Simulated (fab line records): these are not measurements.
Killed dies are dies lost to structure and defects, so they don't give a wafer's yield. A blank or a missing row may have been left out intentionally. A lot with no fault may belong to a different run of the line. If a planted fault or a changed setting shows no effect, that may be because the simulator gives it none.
A single fault, viewed from 3 desks / flow n5Finfet / numbers are kept per desk, each desk with only its own; the story behind them comes last

THE METROLOGY DESK
Lot by lot, what the gauges showed, no matter which tool ran the lot: averages of those sampled wafers that carry a number. A lot is out of limits, marked OUT, if its mean lies more than 4 standard deviations from the usual mean; the brackets give that distance. It has 14 readings; the 7 that lie furthest out on some lot are the ones shown.
Columns: A = RS_SD_N at N5_SD_ACTIVATION_RS_MEAS_03, usual 21.89 ohm/sq; B = RS_SD_P at N5_SD_ACTIVATION_RS_MEAS_03, usual 56.1 ohm/sq; C = thkNm at N5_ILD0_THK_MEAS_08, usual 138.8 nm; D = IOFF_N at N5_BEOL_M4_RC_MEAS_101, usual 0.16 nA/um; E = ION_N at N5_BEOL_M4_RC_MEAS_101, usual 674 uA/um; F = VT_N at N5_BEOL_M4_RC_MEAS_101, usual 249 mV; G = VT_P at N5_BEOL_M4_RC_MEAS_101, usual -250 mV
lot=L511; first seen here=day 6 00:23; A=21.94; B=55.1; C=140.4; D=0.15; E=677; F=248; G=-247
lot=L513; first seen here=day 6 10:36; A=21.98; B=55.5; C=138.5; D=0.14; E=669; F=252; G=-252
lot=L515; first seen here=day 6 19:34; A=22.14; B=55.4; C=137.6; D=0.13; E=653; F=254; G=-253
lot=L516; first seen here=day 7 02:58; A=21.62; B=57.0; C=139.1; D=0.21; E=681; F=245; G=-250
lot=L518; first seen here=day 7 16:29; A=21.90; B=55.1; C=138.2; D=0.17; E=671; F=248; G=-254
lot=L523; first seen here=day 8 21:49; A=21.48; B=56.4; C=139.7; D=0.16; E=684; F=248; G=-252
Finding of this desk: none of the 6 lots has anything out of limits.

THE DEFECT DESK
For each lot, the counts of the inspections along the route, averaged over the sampled wafers that have a number. A lot is out of limits, marked OUT, if its mean lies more than 4 standard deviations from the usual mean; the brackets give that distance.
Columns: A = rawDefectCount at N5_SD_ACTIVATION_INSPECT_02, usual 175
lot=L511; first seen here=day 6 00:41; A=143
lot=L513; first seen here=day 6 10:55; A=168
lot=L515; first seen here=day 6 19:53; A=220
lot=L516; first seen here=day 7 03:15; A=180
lot=L518; first seen here=day 7 16:49; A=165
lot=L523; first seen here=day 8 22:05; A=159
Finding of this desk: none of the 6 lots has anything out of limits.

FOR THE TOOL OWNER'S DESK: aldSin-01
The tool's own readings at N5_ILD0_ALD_15 (deposits SiNx, target thk 24 nm, pulse time 1 s, ald cycles 480): means of the sampled wafers that have a number, for each lot that ran on this tool. A lot is out of limits, marked OUT, if its mean lies more than 4 standard deviations from the usual mean; the brackets give that distance.
Columns: A = chamberPressureTorr at N5_ILD0_ALD_15, usual 2.000 Torr; B = heaterPowerW at N5_ILD0_ALD_15, usual 869 W; C = precursorPulseHeightRel at N5_ILD0_ALD_15, usual 1.002
lot=L513; first seen here=day 6 14:58; A=2.000; B=799; C=1.000
lot=L515; first seen here=day 7 00:34; A=1.999; B=838; C=0.992
lot=L518; first seen here=day 7 20:33; A=1.997; B=894; C=0.994
Finding of this desk: none of the 3 lots has anything out of limits.

ALL TOGETHER
From the metrology desk's view, nothing was out of limits.
Nothing the defect desk looked at was out of limits.
Nothing out of limits was seen by the tool owner's desk.

WHAT HAD BEEN PUT IN BY THE SIMULATOR
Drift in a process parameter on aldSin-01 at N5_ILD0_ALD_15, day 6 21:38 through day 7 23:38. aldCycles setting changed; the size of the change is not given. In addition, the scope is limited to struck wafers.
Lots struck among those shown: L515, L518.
